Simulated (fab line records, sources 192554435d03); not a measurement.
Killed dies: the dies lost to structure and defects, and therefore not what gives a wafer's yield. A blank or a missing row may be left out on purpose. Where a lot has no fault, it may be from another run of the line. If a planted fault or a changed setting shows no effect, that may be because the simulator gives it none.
The tool behind it: which one? :: flow n5-finfet :: 27 wafers from 9 lots sampled at 5 of the route's 1938 steps

## WHAT EACH GAUGE READ, for each wafer
N5_DUMMY_GATE_INSPECT_27: inspects for defects (brightfield). Usual: raw-defect-count reads 291 (standard deviation 75).
lot: L916
measured: day 3 08:10
on: defect-inspect-02
raw-defect-count: 226 213 291
flag: 

lot: L917
measured: day 3 13:52
on: defect-inspect-02
raw-defect-count: 254 138 215
flag: 

lot: L918
measured: day 3 18:05
on: defect-inspect-02
raw-defect-count: 296 236 202
flag: 

lot: L920
measured: day 4 07:47
on: defect-inspect-02
raw-defect-count: 201 408 289
flag: 

lot: L929
measured: day 6 14:32
on: defect-inspect-01
raw-defect-count: 206 361 337
flag: 

lot: L931
measured: day 6 22:36
on: defect-inspect-01
raw-defect-count: 340 346 341
flag: 

lot: L934
measured: day 7 17:43
on: defect-inspect-02
raw-defect-count: 399 322 366
flag: 

lot: L937
measured: day 8 12:17
on: defect-inspect-01
raw-defect-count: 298 314 446
flag: 

lot: L938
measured: day 8 19:38
on: defect-inspect-02
raw-defect-count: 333 315 179
flag: 

N5_BEOL_M4_RC_MEAS_101. Usual: DIBL_N 36.0 mV/V, standard deviation 2.5; DIBL_P 36.3 mV/V, standard deviation 2.8; IOFF_N 0.16 nA/um, standard deviation 0.042; IOFF_P 0.21 nA/um, standard deviation 0.045; ION_N 673 uA/um, standard deviation 15; ION_P 463 uA/um, standard deviation 8.1; SS_N 71.4 mV/dec, standard deviation 0.73; SS_P 73.3 mV/dec, standard deviation 0.92; VT_N 251 mV, standard deviation 4.1; VT_P -250 mV, standard deviation 3.4.
lot: L916
measured: day 8 05:23
on: prober-02
DIBL_N (mV/V): 33.3 35.8 31.7
DIBL_P (mV/V): 32.8 35.1 30.5
IOFF_N (nA/um): 0.12 0.15 0.10
IOFF_P (nA/um): 0.16 0.18 0.13
ION_N (uA/um): 678 681 659
ION_P (uA/um): 463 459 453
SS_N (mV/dec): 70.7 70.5 69.4
SS_P (mV/dec): 72.5 73.2 71.0
VT_N (mV): 253 251 256
VT_P (mV): -254 -255 -257
flag: 

lot: L917
measured: day 8 02:01
on: prober-01
DIBL_N (mV/V): 34.4 34.8 34.3
DIBL_P (mV/V): 34.2 34.2 33.2
IOFF_N (nA/um): 0.14 0.14 0.13
IOFF_P (nA/um): 0.20 0.21 0.19
ION_N (uA/um): 661 662 651
ION_P (uA/um): 462 463 459
SS_N (mV/dec): 71.1 71.2 71.4
SS_P (mV/dec): 72.6 72.7 72.0
VT_N (mV): 253 250 252
VT_P (mV): -250 -251 -251
flag: 

lot: L918
measured: day 8 16:43
on: prober-01
DIBL_N (mV/V): 32.2 33.9 35.8
DIBL_P (mV/V): 34.3 34.7 38.6
IOFF_N (nA/um): 0.10 0.12 0.16
IOFF_P (nA/um): 0.19 0.21 0.27
ION_N (uA/um): 658 677 691
ION_P (uA/um): 463 478 482
SS_N (mV/dec): 70.2 71.4 72.5
SS_P (mV/dec): 73.7 72.5 73.9
VT_N (mV): 255 251 247
VT_P (mV): -247 -247 -246
flag: 

lot: L920
measured: day 9 03:45
on: prober-01
DIBL_N (mV/V): 37.0 32.8 33.5
DIBL_P (mV/V): 38.0 33.0 33.6
IOFF_N (nA/um): 0.18 0.11 0.11
IOFF_P (nA/um): 0.22 0.16 0.16
ION_N (uA/um): 679 667 654
ION_P (uA/um): 462 458 454
SS_N (mV/dec): 71.9 70.5 70.8
SS_P (mV/dec): 74.2 72.3 73.0
VT_N (mV): 247 255 255
VT_P (mV): -251 -254 -252
flag: 

lot: L929
measured: day 11 09:07
on: prober-01
DIBL_N (mV/V): 31.5 36.6 31.8
DIBL_P (mV/V): 34.2 40.0 34.3
IOFF_N (nA/um): 0.10 0.18 0.11
IOFF_P (nA/um): 0.17 0.26 0.18
ION_N (uA/um): 654 666 663
ION_P (uA/um): 461 458 466
SS_N (mV/dec): 70.0 71.3 70.4
SS_P (mV/dec): 72.1 74.0 72.3
VT_N (mV): 256 247 256
VT_P (mV): -249 -245 -250
flag: 

lot: L931
measured: day 11 14:59
on: prober-02
DIBL_N (mV/V): 34.0 40.2 35.8
DIBL_P (mV/V): 33.7 42.2 36.8
IOFF_N (nA/um): 0.12 0.24 0.17
IOFF_P (nA/um): 0.15 0.29 0.18
ION_N (uA/um): 656 685 685
ION_P (uA/um): 449 466 458
SS_N (mV/dec): 70.9 72.2 71.0
SS_P (mV/dec): 73.2 74.7 74.5
VT_N (mV): 254 245 247
VT_P (mV): -255 -248 -252
flag: 

lot: L934
measured: day 12 23:50
on: prober-02
DIBL_N (mV/V): 37.8 37.6 41.4
DIBL_P (mV/V): 37.4 36.8 42.1
IOFF_N (nA/um): 0.16 0.15 0.22
IOFF_P (nA/um): 0.20 0.19 0.28
ION_N (uA/um): 669 669 677
ION_P (uA/um): 454 452 463
SS_N (mV/dec): 71.5 71.2 73.0
SS_P (mV/dec): 73.2 72.4 73.5
VT_N (mV): 250 252 248
VT_P (mV): -253 -254 -248
flag: 

lot: L937
measured: day 13 11:44
on: prober-01
DIBL_N (mV/V): 38.9 36.7 39.7
DIBL_P (mV/V): 42.2 38.1 42.3
IOFF_N (nA/um): 0.22 0.17 0.23
IOFF_P (nA/um): 0.32 0.25 0.32
ION_N (uA/um): 692 676 701
ION_P (uA/um): 476 470 472
SS_N (mV/dec): 71.6 71.0 71.7
SS_P (mV/dec): 74.1 72.9 74.1
VT_N (mV): 246 248 241
VT_P (mV): -242 -247 -243
flag: 

lot: L938
measured: day 13 22:22
on: prober-02
DIBL_N (mV/V): 37.7 33.0 34.5
DIBL_P (mV/V): 39.1 32.4 34.2
IOFF_N (nA/um): 0.19 0.10 0.13
IOFF_P (nA/um): 0.27 0.17 0.19
ION_N (uA/um): 683 649 669
ION_P (uA/um): 477 458 467
SS_N (mV/dec): 71.8 69.8 71.2
SS_P (mV/dec): 73.7 72.1 73.2
VT_N (mV): 248 256 253
VT_P (mV): -245 -256 -251
flag: 

## EACH LOT AND THE TOOL THAT RAN IT (in order: tool; ch and the chambers of the sampled wafers; start)
lot: L916
N5_DUMMY_GATE_HM_OPEN_21: rie-diel-06 ch 1,2, day 3 07:31
N5_DUMMY_GATE_ETCH_32: rie-si-05 ch 0,2,3, day 3 07:41
N5_SPACER0_ALD_00: ald-sin-02 ch 0,2,3, day 3 08:37

lot: L917
N5_DUMMY_GATE_HM_OPEN_21: rie-diel-06 ch 2,3, day 3 13:02
N5_DUMMY_GATE_ETCH_32: rie-si-01 ch 2,3, day 3 13:11
N5_SPACER0_ALD_00: ald-sin-02 ch 0,1,2, day 3 14:03

lot: L918
N5_DUMMY_GATE_HM_OPEN_21: rie-diel-04 ch 0,2, day 3 17:27
N5_DUMMY_GATE_ETCH_32: rie-si-06 ch 0,2, day 3 17:37
N5_SPACER0_ALD_00: ald-sin-01 ch 2,3, day 3 18:17

lot: L920
N5_DUMMY_GATE_HM_OPEN_21: rie-diel-04 ch 0,1,2, day 4 07:00
N5_DUMMY_GATE_ETCH_32: rie-si-01 ch 0,1,3, day 4 07:10
N5_SPACER0_ALD_00: ald-sin-01 ch 0,2,3, day 4 07:58

lot: L929
N5_DUMMY_GATE_HM_OPEN_21: rie-diel-04 ch 1,2,3, day 6 13:53
N5_DUMMY_GATE_ETCH_32: rie-si-01 ch 0,1,3, day 6 14:03
N5_SPACER0_ALD_00: ald-sin-02 ch 0,1,2, day 6 14:44

lot: L931
N5_DUMMY_GATE_HM_OPEN_21: rie-diel-06 ch 0,1,2, day 6 21:56
N5_DUMMY_GATE_ETCH_32: rie-si-06 ch 0,2,3, day 6 22:06
N5_SPACER0_ALD_00: ald-sin-02 ch 0,1,3, day 6 22:47

lot: L934
N5_DUMMY_GATE_HM_OPEN_21: rie-diel-06 ch 0,3, day 7 17:04
N5_DUMMY_GATE_ETCH_32: rie-si-01 ch 0,2,3, day 7 17:14
N5_SPACER0_ALD_00: ald-sin-04 ch 0,1,2, day 7 17:55

lot: L937
N5_DUMMY_GATE_HM_OPEN_21: rie-diel-06 ch 0,2, day 8 11:39
N5_DUMMY_GATE_ETCH_32: rie-si-06 ch 0,2, day 8 11:49
N5_SPACER0_ALD_00: ald-sin-01 ch 0,1,3, day 8 13:30

lot: L938
N5_DUMMY_GATE_HM_OPEN_21: rie-diel-04 ch 0,3, day 8 18:47
N5_DUMMY_GATE_ETCH_32: rie-si-01 ch 0,1,3, day 8 18:56
N5_SPACER0_ALD_00: ald-sin-01 ch 0,1,2, day 8 20:07
- N5_DUMMY_GATE_HM_OPEN_21: chemistry CH3F/O2, target SiNx, target depth 120 nm, time 171.4 s.
- N5_DUMMY_GATE_ETCH_32: etches SiO2 in CF4, target depth 3.5 nm, time 3.9 s.
- N5_SPACER0_ALD_00: deposits SiOCN, target thk 3.5 nm, pulse time 3 s, purge time 2 s.

## WHAT THE TOOLS THEMSELVES READ (means of the sampled wafers that have a number; where no wafer has one, the mark that the record gives instead)
N5_DUMMY_GATE_HM_OPEN_21. Usual: drypump-motor-current-A 5.9 A, standard deviation 0.65; oes_ar_750_au 0.77 a.u., standard deviation 0.069; oes-product-au 0.76 a.u., standard deviation 0.07; rf-fwd-power-W 393.5 W, standard deviation 1.1; rf-vpp-V 301 V, standard deviation 10; showerhead-plenum-p-Torr 2.00 Torr, standard deviation 0.065; throttle-valve-pct 16.56 %, standard deviation 0.2.
lot: L916
tool: rie-diel-06
drypump-motor-current-A (A): 5.3
oes_ar_750_au (a.u.): 0.74
oes-product-au (a.u.): 0.73
rf-fwd-power-W (W): 393.2
rf-vpp-V (V): 296
showerhead-plenum-p-Torr (Torr): 2.00
throttle-valve-pct (%): 16.66
flag: 

lot: L917
tool: rie-diel-06
drypump-motor-current-A (A): 6.2
oes_ar_750_au (a.u.): 0.72
oes-product-au (a.u.): 0.71
rf-fwd-power-W (W): 393.9
rf-vpp-V (V): 304
showerhead-plenum-p-Torr (Torr): 1.93
throttle-valve-pct (%): 16.52
flag: 

lot: L918
tool: rie-diel-04
drypump-motor-current-A (A): 5.9
oes_ar_750_au (a.u.): 0.78
oes-product-au (a.u.): 0.79
rf-fwd-power-W (W): 392.6
rf-vpp-V (V): 308
showerhead-plenum-p-Torr (Torr): 2.01
throttle-valve-pct (%): 16.28
flag: 

lot: L920
tool: rie-diel-04
drypump-motor-current-A (A): 5.9
oes_ar_750_au (a.u.): 0.85
oes-product-au (a.u.): 0.86
rf-fwd-power-W (W): 392.9
rf-vpp-V (V): 311
showerhead-plenum-p-Torr (Torr): 2.00
throttle-valve-pct (%): 16.43
flag: 

lot: L929
tool: rie-diel-04
drypump-motor-current-A (A): 5.7
oes_ar_750_au (a.u.): 0.83
oes-product-au (a.u.): 0.85
rf-fwd-power-W (W): 392.7
rf-vpp-V (V): 307
showerhead-plenum-p-Torr (Torr): 2.03
throttle-valve-pct (%): 16.68
flag: 

lot: L931
tool: rie-diel-06
drypump-motor-current-A (A): 5.7
oes_ar_750_au (a.u.): 0.75
oes-product-au (a.u.): 0.74
rf-fwd-power-W (W): 394.3
rf-vpp-V (V): 294
showerhead-plenum-p-Torr (Torr): 2.01
throttle-valve-pct (%): 16.67
flag: 

lot: L934
tool: rie-diel-06
drypump-motor-current-A (A): 6.3
oes_ar_750_au (a.u.): 0.78
oes-product-au (a.u.): 0.75
rf-fwd-power-W (W): 392.7
rf-vpp-V (V): 294
showerhead-plenum-p-Torr (Torr): 2.00
throttle-valve-pct (%): 16.58
flag: 

lot: L937
tool: rie-diel-06
drypump-motor-current-A (A): 5.7
oes_ar_750_au (a.u.): 0.78
oes-product-au (a.u.): 0.76
rf-fwd-power-W (W): 393.5
rf-vpp-V (V): 288
showerhead-plenum-p-Torr (Torr): 2.03
throttle-valve-pct (%): 16.65
flag: 

lot: L938
tool: rie-diel-04
drypump-motor-current-A (A): 6.1
oes_ar_750_au (a.u.): 0.71
oes-product-au (a.u.): 0.71
rf-fwd-power-W (W): 393.3
rf-vpp-V (V): 300
showerhead-plenum-p-Torr (Torr): 2.05
throttle-valve-pct (%): 16.50
flag: 

N5_DUMMY_GATE_ETCH_32. Usual: drypump-motor-current-A 5.9 A, standard deviation 0.42; he-backside-leak-sccm 2.73 sccm, standard deviation 0.19; oes-product-au 0.999 a.u., standard deviation 0.021; rf-fwd-power-W 788 W, standard deviation 4.5; throttle-valve-pct 21.79 %, standard deviation 0.22.
lot: L916
tool: rie-si-05
drypump-motor-current-A (A): 6.0
he-backside-leak-sccm (sccm): 2.90
oes-product-au (a.u.): 1.005
rf-fwd-power-W (W): 792
throttle-valve-pct (%): 21.89
flag: 

lot: L917
tool: rie-si-01
drypump-motor-current-A (A): 5.5
he-backside-leak-sccm (sccm): 2.94
oes-product-au (a.u.): 0.988
rf-fwd-power-W (W): 784
throttle-valve-pct (%): 21.59
flag: 

lot: L918
tool: rie-si-06
drypump-motor-current-A (A): 6.2
he-backside-leak-sccm (sccm): 2.56
oes-product-au (a.u.): 0.996
rf-fwd-power-W (W): 791
throttle-valve-pct (%): 21.68
flag: 

lot: L920
tool: rie-si-01
drypump-motor-current-A (A): 6.1
he-backside-leak-sccm (sccm): 2.80
oes-product-au (a.u.): 1.009
rf-fwd-power-W (W): 788
throttle-valve-pct (%): 21.90
flag: 

lot: L929
tool: rie-si-01
drypump-motor-current-A (A): 6.1
he-backside-leak-sccm (sccm): 2.77
oes-product-au (a.u.): 0.999
rf-fwd-power-W (W): 789
throttle-valve-pct (%): 21.89
flag: 

lot: L931
tool: rie-si-06
drypump-motor-current-A (A): 6.1
he-backside-leak-sccm (sccm): 2.49
oes-product-au (a.u.): 0.981
rf-fwd-power-W (W): 785
throttle-valve-pct (%): 21.68
flag: 

lot: L934
tool: rie-si-01
drypump-motor-current-A (A): 5.9
he-backside-leak-sccm (sccm): 2.83
oes-product-au (a.u.): 1.001
rf-fwd-power-W (W): 788
throttle-valve-pct (%): 21.62
flag: 

lot: L937
tool: rie-si-06
drypump-motor-current-A (A): 6.3
he-backside-leak-sccm (sccm): 2.55
oes-product-au (a.u.): 0.976
rf-fwd-power-W (W): 785
throttle-valve-pct (%): 21.62
flag: 

lot: L938
tool: rie-si-01
drypump-motor-current-A (A): 6.1
he-backside-leak-sccm (sccm): 2.88
oes-product-au (a.u.): 1.015
rf-fwd-power-W (W): 788
throttle-valve-pct (%): 21.90
flag: 

N5_SPACER0_ALD_00. Usual: heater-power-w 807 W, standard deviation 70; precursor-pulse-height-rel 1.002, standard deviation 0.02; susceptor-temp-C 399.99 C, standard deviation 0.22.
lot: L916
tool: ald-sin-02
heater-power-w (W): 776
precursor-pulse-height-rel: 1.023
susceptor-temp-C (C): 399.95
flag: 

lot: L917
tool: ald-sin-02
heater-power-w (W): 740
precursor-pulse-height-rel: 0.999
susceptor-temp-C (C): 399.96
flag: 

lot: L918
tool: ald-sin-01
heater-power-w (W): 738
precursor-pulse-height-rel: 1.009
susceptor-temp-C (C): 400.00
flag: 

lot: L920
tool: ald-sin-01
heater-power-w (W): 756
precursor-pulse-height-rel: 1.002
susceptor-temp-C (C): 399.84
flag: 

lot: L929
tool: ald-sin-02
heater-power-w (W): 764
precursor-pulse-height-rel: 1.004
susceptor-temp-C (C): 400.12
flag: 

lot: L931
tool: ald-sin-02
heater-power-w (W): 786
precursor-pulse-height-rel: 0.999
susceptor-temp-C (C): 399.99
flag: 

lot: L934
tool: ald-sin-04
heater-power-w (W): 869
precursor-pulse-height-rel: 1.002
susceptor-temp-C (C): 399.84
flag: 

lot: L937
tool: ald-sin-01
heater-power-w (W): 811
precursor-pulse-height-rel: 0.994
susceptor-temp-C (C): 400.03
flag: 

lot: L938
tool: ald-sin-01
heater-power-w (W): 778
precursor-pulse-height-rel: 1.005
susceptor-temp-C (C): 399.94
flag: 

## THE ANSWER, worked out from the rows above alone
Rule: a lot counts as off when the mean over its wafers that have a number is more than 3 standard deviations away from the usual mean. A lot without any number at a reading at which 4 lots or more have one is off too. All remaining lots with rows at the step are treated as sound. The gauges are gone through in route order, then the tools' own readings, and for those a lot's mean is taken as printed above. The first step at which some lot is off is used, and at that step the reading that is off furthest; a lot without a number counts as furthest.
Across all readings shown, no lot is off: no conclusion can be drawn from this.

## WHAT HAD BEEN PUT IN BY THE SIMULATOR
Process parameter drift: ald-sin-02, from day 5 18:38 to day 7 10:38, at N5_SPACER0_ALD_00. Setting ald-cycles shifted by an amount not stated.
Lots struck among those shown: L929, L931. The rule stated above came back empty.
